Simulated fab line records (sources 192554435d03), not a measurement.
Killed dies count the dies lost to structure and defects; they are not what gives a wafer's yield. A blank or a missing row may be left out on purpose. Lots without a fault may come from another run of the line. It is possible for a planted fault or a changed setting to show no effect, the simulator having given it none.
Which tool is to blame? | flow n5Finfet | 30 wafers from 10 lots sampled at 5 of the route's 1938 steps

WHAT EACH GAUGE READ, for each wafer
The record holds no reading of a measuring or inspecting step that can be judged against a usual standard deviation.

WHAT TOOL EACH LOT RAN ON (gives the tool, then ch and the chambers of the sampled wafers, and finally the start)
lot  | N5_MOL_CONTACT_COAG_STRIP_98      | N5_PASSIVATION_PECVD_01         | N5_PASSIVATION_PASS_ETCH_74       | N5_PASSIVATION_STRIP_48           | N5_PASSIVATION_PROBE_49
L935 | rieDiel-01 ch 1,2,3, day 5 01:50  | pecvd-04 ch 0,1,2, day 12 10:40 | rieDiel-05 ch 0,1,2, day 12 13:05 | rieDiel-01 ch 0,1,3, day 12 16:56 | -
L936 | rieDiel-06 ch 2,3, day 5 08:44    | pecvd-03 ch 0,1,2, day 12 12:35 | rieDiel-03 ch 1,2, day 12 13:07   | rieDiel-02 ch 0,2, day 12 17:17   | -
L937 | rieDiel-06 ch 1,2,3, day 5 11:14  | pecvd-02 ch 1,2, day 12 17:14   | rieDiel-03 ch 1,2,3, day 12 18:25 | rieDiel-02 ch 0,2,3, day 12 22:29 | -
L939 | rieDiel-06 ch 2,3, day 5 21:44    | pecvd-02 ch 0,1,2, day 13 15:37 | rieDiel-03 ch 1,2,3, day 13 16:32 | rieDiel-06 ch 0,1,3, day 13 20:52 | -
L942 | rieDiel-06 ch 2,3, day 6 18:37    | pecvd-03 ch 0,1,2, day 13 23:22 | rieDiel-03 ch 0,1,3, day 14 00:50 | rieDiel-01 ch 0,1,3, day 14 05:52 | -
L944 | rieDiel-06 ch 1,2,3, day 7 03:53  | pecvd-04 ch 1,2, day 13 15:24   | rieDiel-03 ch 1,2,3, day 13 16:03 | rieDiel-02 ch 1,2,3, day 13 20:08 | -
L946 | rieDiel-06 ch 1,2,3, day 7 16:22  | pecvd-03 ch 0,1,2, day 14 22:56 | rieDiel-03 ch 2,3, day 14 23:45   | rieDiel-01 ch 1,2, day 15 04:19   | prober-02, day 15 06:55
L950 | rieDiel-06 ch 0,2,3, day 8 15:10  | pecvd-04 ch 0,1,2, day 15 18:25 | rieDiel-05 ch 0,2,3, day 15 19:40 | rieDiel-02 ch 0,2,3, day 15 23:35 | prober-01, day 16 02:04
L954 | rieDiel-02 ch 0,1,2, day 9 15:45  | pecvd-02 ch 0,1,2, day 16 19:21 | rieDiel-05 ch 0,1,2, day 16 20:02 | rieDiel-06 ch 0,1,3, day 17 00:11 | -
L956 | rieDiel-01 ch 0,1,3, day 10 03:13 | pecvd-03 ch 1,2, day 17 08:29   | rieDiel-05 ch 0,1,3, day 17 10:10 | rieDiel-02 ch 0,1,3, day 17 14:19 | -
- N5_MOL_CONTACT_COAG_STRIP_98: strips in N2/H2.
- N5_PASSIVATION_PECVD_01: deposits SiNx from SiH4/NH3/N2, target thk 200 nm, time 43.2 s.
- N5_PASSIVATION_PASS_ETCH_74: etches SiNx in CF4/O2, target depth 220 nm, time 110 s.
- N5_PASSIVATION_STRIP_48: strips in O2.
- N5_PASSIVATION_PROBE_49

AS READ BY THE TOOLS THEMSELVES (means over the sampled wafers that have a number; for cases with no such wafer, the mark the record gives instead)
N5_MOL_CONTACT_COAG_STRIP_98. Usual: drypumpMotorCurrentA is 5.7 A with standard deviation 0.48, h2FlowSccm is 300.0 sccm with standard deviation 0.87, oesProductAu is 0.79 a.u. with standard deviation 0.081, powerW is 500.0 W with standard deviation 1.4, rfVppV is 54.4 V with standard deviation 1.5, showerheadPlenumPTorr is 3.40 Torr with standard deviation 0.12, and throttleValvePct is 19.0 % with standard deviation 0.37.
lot  | tool       | drypumpMotorCurrentA (A) | h2FlowSccm (sccm) | oesProductAu (a.u.) | powerW (W) | rfVppV (V) | showerheadPlenumPTorr (Torr) | throttleValvePct (%) | flag
L935 | rieDiel-01 | 5.6                      | 300.5             | 0.81                | 500.5      | 54.3       | 3.52                         | 18.9                 | 
L936 | rieDiel-06 | 6.1                      | 299.8             | 0.77                | 500.6      | 52.4       | 3.42                         | 19.6                 | 
L937 | rieDiel-06 | 5.6                      | 300.0             | 0.74                | 499.3      | 55.6       | 3.39                         | 19.3                 | 
L939 | rieDiel-06 | 6.1                      | 300.3             | 0.77                | 501.4      | 55.2       | 3.42                         | 19.6                 | 
L942 | rieDiel-06 | 5.7                      | 299.7             | 0.76                | 500.7      | 54.6       | 3.45                         | 19.4                 | 
L944 | rieDiel-06 | 5.6                      | 300.1             | 0.82                | 500.8      | 53.6       | 3.38                         | 19.2                 | 
L946 | rieDiel-06 | 5.6                      | 299.7             | 0.81                | 499.8      | 54.3       | 3.38                         | 19.1                 | 
L950 | rieDiel-06 | 5.9                      | 299.6             | 0.80                | 501.3      | 54.2       | 3.38                         | 19.3                 | 
L954 | rieDiel-02 | 6.0                      | 299.8             | 0.80                | 500.1      | 54.3       | 3.51                         | 18.9                 | 
L956 | rieDiel-01 | 5.8                      | 299.5             | 0.76                | 500.7      | 54.6       | 3.41                         | 19.0                 | 

N5_PASSIVATION_PECVD_01. Usual: heaterPowerW 386 W, standard deviation 93; showerheadPlenumPTorr 8.65 Torr, standard deviation 0.068; susceptorTempC 400.00 C, standard deviation 0.22; throttleValvePct 29.0 %, standard deviation 1.6.
lot  | tool     | heaterPowerW (W) | showerheadPlenumPTorr (Torr) | susceptorTempC (C) | throttleValvePct (%) | flag
L935 | pecvd-04 | 423              | 8.64                         | 399.94             | 27.7                 | 
L936 | pecvd-03 | 423              | 8.68                         | 400.09             | 29.6                 | 
L937 | pecvd-02 | 283              | 8.71                         | 400.00             | 29.6                 | 
L939 | pecvd-02 | 338              | 8.65                         | 400.16             | 29.4                 | 
L942 | pecvd-03 | 368              | 8.68                         | 400.08             | 29.7                 | 
L944 | pecvd-04 | 487              | 8.65                         | 400.03             | 27.5                 | 
L946 | pecvd-03 | 390              | 8.67                         | 400.16             | 29.7                 | 
L950 | pecvd-04 | 433              | 8.62                         | 400.23             | 27.8                 | 
L954 | pecvd-02 | 312              | 8.65                         | 399.96             | 29.5                 | 
L956 | pecvd-03 | 368              | 8.64                         | 399.97             | 29.0                 | 

N5_PASSIVATION_PASS_ETCH_74. Usual: drypumpMotorCurrentA 5.8 A, standard deviation 0.41; mfcArSccm 99.98 sccm, standard deviation 0.29; oesProductAu 0.80 a.u., standard deviation 0.07; rfVppV 239.4 V, standard deviation 2.3; showerheadPlenumPTorr 2.21 Torr, standard deviation 0.083; throttleValvePct 16.02 %, standard deviation 0.21.
lot  | tool       | drypumpMotorCurrentA (A) | mfcArSccm (sccm) | oesProductAu (a.u.) | rfVppV (V) | showerheadPlenumPTorr (Torr) | throttleValvePct (%) | flag
L935 | rieDiel-05 | 5.7                      | 99.90            | 0.83                | 241.0      | 2.25                         | 15.97                | 
L936 | rieDiel-03 | 6.1                      | 100.12           | 0.74                | 237.0      | 2.14                         | 15.99                | 
L937 | rieDiel-03 | 6.1                      | 99.96            | 0.80                | 238.9      | 2.22                         | 16.00                | 
L939 | rieDiel-03 | 6.1                      | 99.86            | 0.79                | 238.4      | 2.21                         | 16.02                | 
L942 | rieDiel-03 | 5.8                      | 100.00           | 0.76                | 239.7      | 2.20                         | 16.15                | 
L944 | rieDiel-03 | 6.1                      | 99.97            | 0.79                | 238.9      | 2.22                         | 16.02                | 
L946 | rieDiel-03 | 6.1                      | 99.69            | 0.84                | 240.7      | 2.29                         | 16.05                | 
L950 | rieDiel-05 | 5.7                      | 99.88            | 0.82                | 240.3      | 2.19                         | 15.93                | 
L954 | rieDiel-05 | 5.7                      | 99.79            | 0.79                | 240.2      | 2.24                         | 16.04                | 
L956 | rieDiel-05 | 5.7                      | 100.25           | 0.80                | 239.4      | 2.20                         | 15.92                | 

N5_PASSIVATION_STRIP_48. Usual: drypumpMotorCurrentA 5.8 A, standard deviation 0.46; oesProductAu 0.79 a.u., standard deviation 0.085; rfVppV 3.8 V, standard deviation 2.5; showerheadPlenumPTorr 2.11 Torr, standard deviation 0.082; throttleValvePct 16.62 %, standard deviation 0.23.
lot  | tool       | drypumpMotorCurrentA (A) | oesProductAu (a.u.) | rfVppV (V) | showerheadPlenumPTorr (Torr) | throttleValvePct (%) | flag
L935 | rieDiel-01 | 5.8                      | 0.76                | 2.3        | 2.12                         | 16.77                | 
L936 | rieDiel-02 | 5.9                      | 0.80                | 6.4        | 2.20                         | 16.51                | 
L937 | rieDiel-02 | 5.8                      | 0.78                | 4.0        | 2.14                         | 16.48                | 
L939 | rieDiel-06 | 5.7                      | 0.81                | 3.4        | 2.05                         | 16.57                | 
L942 | rieDiel-01 | 5.8                      | 0.73                | 6.1        | 2.11                         | 16.73                | 
L944 | rieDiel-02 | 6.2                      | 0.80                | 2.8        | 2.11                         | 16.52                | 
L946 | rieDiel-01 | 5.4                      | 0.80                | 5.1        | 2.17                         | 16.52                | 
L950 | rieDiel-02 | 5.8                      | 0.76                | 2.1        | 2.13                         | 16.55                | 
L954 | rieDiel-06 | 5.7                      | 0.78                | 2.8        | 2.04                         | 16.67                | 
L956 | rieDiel-02 | 5.9                      | 0.82                | 3.9        | 2.11                         | 16.46                | 

N5_PASSIVATION_PROBE_49. Usual: defectLimitedYield 91.2 %, standard deviation 1.4; killed_at_M0_to_M3 34, standard deviation 9.4; killed_at_M4_up 13, standard deviation 5.8; killedAtContacts 13, standard deviation 6.4; killedAtFrontEnd 41, standard deviation 11; killedAtOther 3.1, standard deviation 2.3; killedDies 103, standard deviation 16; killedOnRim 13, standard deviation 3.4; killedOpen 69, standard deviation 12; killedShort 33, standard deviation 7.8; sort_bin_5_function 5.1 %, standard deviation 0.91; sort_bin_6_memory 3.3 %, standard deviation 0.63; sortNPass 1077, standard deviation 16; sortYieldPct 91.2 %, standard deviation 1.4.
lot  | tool      | defectLimitedYield (%) | killed_at_M0_to_M3 | killed_at_M4_up | killedAtContacts | killedAtFrontEnd | killedAtOther | killedDies | killedOnRim | killedOpen | killedShort | sort_bin_5_function (%) | sort_bin_6_memory (%) | sortNPass | sortYieldPct (%) | flag
L946 | prober-02 | 87.7                   | 36                 | 14              | 49               | 42               | 2.3           | 145        | 17          | 64         | 39          | 7.0                     | 4.0                   | 1035      | 87.7             | OFF
L950 | prober-01 | 88.1                   | 29                 | 6               | 66               | 34               | 5.7           | 140        | 17          | 58         | 37          | 6.9                     | 3.6                   | 1040      | 88.1             | OFF

THE ANSWER, worked out from the rows above alone
Rule: a lot counts as off when the mean over its wafers that have a number is more than 3 standard deviations away from the usual mean. Also off: a lot with no number at a reading for which 4 or more lots have one. The other lots that the step has rows for count as sound. The gauges are gone through in route order, then the tools' own readings, and for those a lot's mean is taken as printed above. The first step at which some lot is off is used, and at that step the reading that is off furthest; a lot without a number counts as furthest.
Off: L946, L950, at N5_PASSIVATION_PROBE_49 (killedAtContacts). Neither off nor sound, because the step has no rows for them: L935, L936, L937, L939, L942, L944, L954, L956.
If a tool, at that step or one of the process steps before it, ran each lot that is off and ran no sound lot following the first of them, it fits. One fits: N5_MOL_CONTACT_COAG_STRIP_98 on rieDiel-06. It ran no sound lot before its first lot that is off in this sample, so the start can't be narrowed down.

WHAT WAS PUT IN BY THE SIMULATOR
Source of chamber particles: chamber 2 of rieDiel-06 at N5_MOL_CONTACT_COAG_STRIP_98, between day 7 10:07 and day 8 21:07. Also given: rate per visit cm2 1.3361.
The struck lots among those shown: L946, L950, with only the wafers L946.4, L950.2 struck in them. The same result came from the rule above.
